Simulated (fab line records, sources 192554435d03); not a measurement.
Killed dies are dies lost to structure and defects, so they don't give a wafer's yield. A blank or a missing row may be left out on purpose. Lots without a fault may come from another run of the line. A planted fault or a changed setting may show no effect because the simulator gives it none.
Problem report in the 8D (eight disciplines) form, filled by code | flow n5_finfet | the parts of the form that need people (team, actions taken, sign-off) are left out

1. THE PROBLEM
CJ_N at N5_BEOL_M4_RC_MEAS_101 reads a mean of 6.20 on 6 wafers of 2 lots; wafers without a fault read 4.36 with a standard deviation of 0.13. That is +14 standard deviations from the usual mean.
First seen on wafer L367.1, day 13 07:44, on prober-01. The record holds 11 wafers of 4 lots with a number at this step. Rule for "out", or "out of limits": more than 4 standard deviations from the usual mean. The other wafers with a number count as sound.

2. WHAT IT IS AND WHAT IT IS NOT
question                    | is                          | is not
which readings at this step | CJ_N, IOFF_N_LONG, RS_PWELL | DIBL_N, DIBL_P, IOFF_N, IOFF_P, ION_N, ION_P, SS_P, VT_N, VT_P
which lots                  | L367, L368                  | L348, L357
which wafers of those lots  | all that have a number      | -
read on which gauges        | prober-01                   | prober-02
when                        | from day 13 07:44           | up to then (5 sound wafers)

3. SUSPECTS, AND WHAT RULES EACH OUT
Counting: a tool at a process step up to the reading stays a suspect if it ran every lot that is out and no sound lot after the first of them.
- the gauge at N5_BEOL_M4_RC_MEAS_101: ruled out. All the wafers that are out were read on prober-01, but those of them that N5_WELL_APT_IMPLANT_32 has rows for are out there too, on other tools.
- implanter-01 at N5_WELL_APT_IMPLANT_32: kept. It ran every lot that is out, first L367 (day 6 21:41), and no sound lot after that; its last sound lot up to then is L357 (day 4 09:13). Its own readings are out on those wafers: dose_ions_cm2, faraday_current_uA.
Left after counting: implanter-01 at N5_WELL_APT_IMPLANT_32.

4. THE CAUSE (what the simulator had put in)
Process parameter drift: implanter-01, from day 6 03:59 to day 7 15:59, at N5_WELL_APT_IMPLANT_32. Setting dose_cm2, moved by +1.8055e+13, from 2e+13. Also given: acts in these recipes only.
Counting left only this tool.

5. THE CHAIN OF EFFECTS, in route order
Each row: a reading whose mean over the struck wafers that have a number lies more than 3 standard deviations from the usual. Only readings for which the record gives a usual standard deviation are gone through. hours: the time from each lot's start at the first step in this table that gives one to its start at this step, as a median over the lots. sigmas: the change in usual standard deviations.
hours | step                   | reading            | usual         | on struck wafers | change      | sigmas
0     | N5_WELL_APT_IMPLANT_32 | dose_ions_cm2      | 2.0002e+13    | 3.8054e+13       | +1.8052e+13 | +99 or more
0     | N5_WELL_APT_IMPLANT_32 | faraday_current_uA | 254           | 480              | +226        | +43
154   | N5_BEOL_M4_RC_MEAS_101 | CJ_N               | 4.36          | 6.20             | +1.84       | +14
154   | N5_BEOL_M4_RC_MEAS_101 | IOFF_N_LONG        | 5.6e-05 nA/um | 8.3e-05          | +2.7e-05    | +8.2
154   | N5_BEOL_M4_RC_MEAS_101 | RS_PWELL           | 3012 ohm/sq   | 2890             | -122        | -5.8
The process steps in it:
- N5_WELL_APT_IMPLANT_32

6. WHAT WOULD HAVE CAUGHT IT SOONER
In this record the first reading out of limits at a measuring or inspecting step was taken at day 13 07:44, 172 hours after the fault began at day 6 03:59.
The tool's own readings at N5_WELL_APT_IMPLANT_32 were out on every struck wafer that the step has a row for (dose_ions_cm2, faraday_current_uA): an alarm limit on them would have fired on the first of those.
All the lots that are out (2) had begun N5_WELL_APT_IMPLANT_32 on implanter-01 by day 13 07:44. A hold on the tool at that time would have spared none of them.
